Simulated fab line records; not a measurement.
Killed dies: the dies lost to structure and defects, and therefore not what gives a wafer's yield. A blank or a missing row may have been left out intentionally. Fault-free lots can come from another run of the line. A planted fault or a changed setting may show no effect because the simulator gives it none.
Problem report in the 8D (eight disciplines) form, filled by code ; flow n5_finfet ; the parts of the form that need people (team, actions taken, sign-off) are left out

== 1. WHAT IS WRONG ==
spin_speed_rpm at N5_HKMG_FIN_COAT_42 reads a mean of 2248.4 rpm on 6 wafers of 2 lots; wafers without a fault read 1500.0 rpm with a standard deviation of 0.96. That is +99 or more standard deviations from the usual mean.
The step: time 60 s, resist thk 35 nm.
Seen first at day 9 06:37 on litho_track-01, wafer L259.1. At this step, 18 wafers from 6 lots have a number in the record. The rule behind "out" and "out of limits": a value lying over 4 standard deviations away from the usual mean. Any other wafer with a number is counted as sound.

== 2. WHAT THIS IS AND IS NOT ==
question;is;is not
which readings at this step;spin_speed_rpm;plate_temp_C
which lots;L259, L260;L239, L240, L249, L261
which wafers of those lots;all that have a number;-
read on which tools;litho_track-01;litho_track-05
when;from day 9 06:37;"up to then (9 sound wafers); but 3 sound wafers of L261 came after"

== 3. WHAT RULES OUT EACH SUSPECT ==
Counting: any tool at a process step up to the reading is kept as a suspect provided that every lot that is out went through it and no sound lot did after the first of them.
- litho_track-01 at N5_HKMG_FIN_COAT_42 (time 60 s, resist thk 35 nm): kept. All lots that are out passed through it, beginning with L259 at day 9 06:37, and no sound lot followed; its final sound lot before that point was L240 at day 4 13:06. Its own spin_speed_rpm readings are out on those wafers.
The count leaves litho_track-01 at N5_HKMG_FIN_COAT_42.

== 4. THE CAUSE (what the simulator had put in) ==
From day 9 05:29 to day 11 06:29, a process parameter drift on litho_track-01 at N5_HKMG_FIN_COAT_42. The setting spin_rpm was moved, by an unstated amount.
Counting left only this tool.

== 5. THE EFFECT CHAIN, in route order ==
Rows list readings where the struck wafers' mean (over those with a number) sits beyond 3 standard deviations from the usual. Only readings whose record carries a usual standard deviation are examined. hours: median over the lots of the time between each lot's start at the first step of this table that gives one and its start at this step. sigmas: the change, counted in usual standard deviations.
hours;step;reading;usual;on struck wafers;change;sigmas
0;N5_HKMG_FIN_COAT_42;spin_speed_rpm;1500.0 rpm;2248.4;+748.4;+99 or more
1;N5_HKMG_FIN_ETCH_54;etch_rf_on_time_s;75.5 s;61.9;-13.6;-7.1
Its process steps:
- N5_HKMG_FIN_COAT_42: time 60 s, resist thk 35 nm.
- N5_HKMG_FIN_ETCH_54: etches SiARC in CF4, target depth 45.5 nm, time 75.8 s.
At these later measuring or inspecting steps, every struck wafer for which the step has a row has a number for every such reading, and none has moved that far: N5_HKMG_FIN_CD_MEAS_49, N5_HKMG_FIN_OVL_MEAS_50, N5_HKMG_FIN_INSPECT_61.

== 6. HOW IT WOULD HAVE BEEN CAUGHT EARLIER ==
In this record the first reading out of limits was taken at day 9 06:37, 1 hour after the fault began at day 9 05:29.
